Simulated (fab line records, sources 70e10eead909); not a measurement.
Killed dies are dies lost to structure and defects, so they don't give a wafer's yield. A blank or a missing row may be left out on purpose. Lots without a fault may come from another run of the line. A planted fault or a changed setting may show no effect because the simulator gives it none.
Chamber matching | flow nand_harc | NHARC_A_CHANNEL_FILL_D1_ALD_16 on ald_hk-04: 4 sister chambers
The step deposits SiO2, target thk 1.5 nm, pulse time 10 s, ald cycles 15. 8 wafers are shown with their chamber, then 11 later ones without.

WAFERS WITH THEIR CHAMBER
wafer  | chamber | heater_power_w (W) | precursor_pulse_height_rel
L078.6 | 3       | 457                | 0.961
L079.6 | 0       | 452                | 1.032
L081.1 | 0       | 454                | 1.011
L084.6 | 3       | 456                | 0.977
L083.1 | 2       | 463                | 0.981
L083.2 | 1       | 475                | 0.990
L083.5 | 2       | 473                | 1.013
L082.1 | 1       | 465                | 0.973

WAFERS WITHOUT THEIR CHAMBER
wafer  | heater_power_w (W) | precursor_pulse_height_rel
L082.2 | 455                | 0.989
L082.5 | 445                | 0.987
L090.1 | 470                | 0.977
L090.4 | 458                | 0.967
L090.6 | 460                | 0.955
L091.1 | 468                | 0.995
L091.2 | 459                | 0.978
L091.3 | 463                | 0.987
L094.2 | 464                | 0.983
L094.4 | 447                | 1.008
L094.5 | 454                | 0.968

WHICH CHAMBER EACH WENT THROUGH
wafer  | from the rows above               | in truth
L082.2 | can't be placed: 3 or 0 or 2 or 1 | 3
L082.5 | can't be placed: 3 or 0           | 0
L090.1 | can't be placed: 1 or 2           | 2
L090.4 | 3                                 | 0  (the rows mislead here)
L090.6 | can't be placed: 3 or 1 or 2      | 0
L091.1 | can't be placed: 2 or 1           | 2
L091.2 | can't be placed: 3 or 2 or 1      | 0
L091.3 | can't be placed: 2 or 1 or 3 or 0 | 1
L094.2 | can't be placed: 2 or 1 or 3      | 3
L094.4 | can't be placed: 0 or 3           | 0
L094.5 | 3                                 | 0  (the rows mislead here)
Placed correctly: 0 of 11. Can't be placed from these rows: 9 (the true chamber is among the candidates in 7). Placed wrongly: 2.
How it was worked out, from the rows above alone: a wafer's distance from a chamber is the root of the sum, over the readings, of the square of ((its reading less the chamber's mean) divided by the reading's scatter). The wafer belongs to the nearest chamber; if the next one is less than 2 further off, it can't be placed. A chamber's mean is the mean of its shown wafers. The scatter: the root of (the sum of the squares of (reading less its chamber's mean) over the shown wafers, divided by (wafers less chambers)).
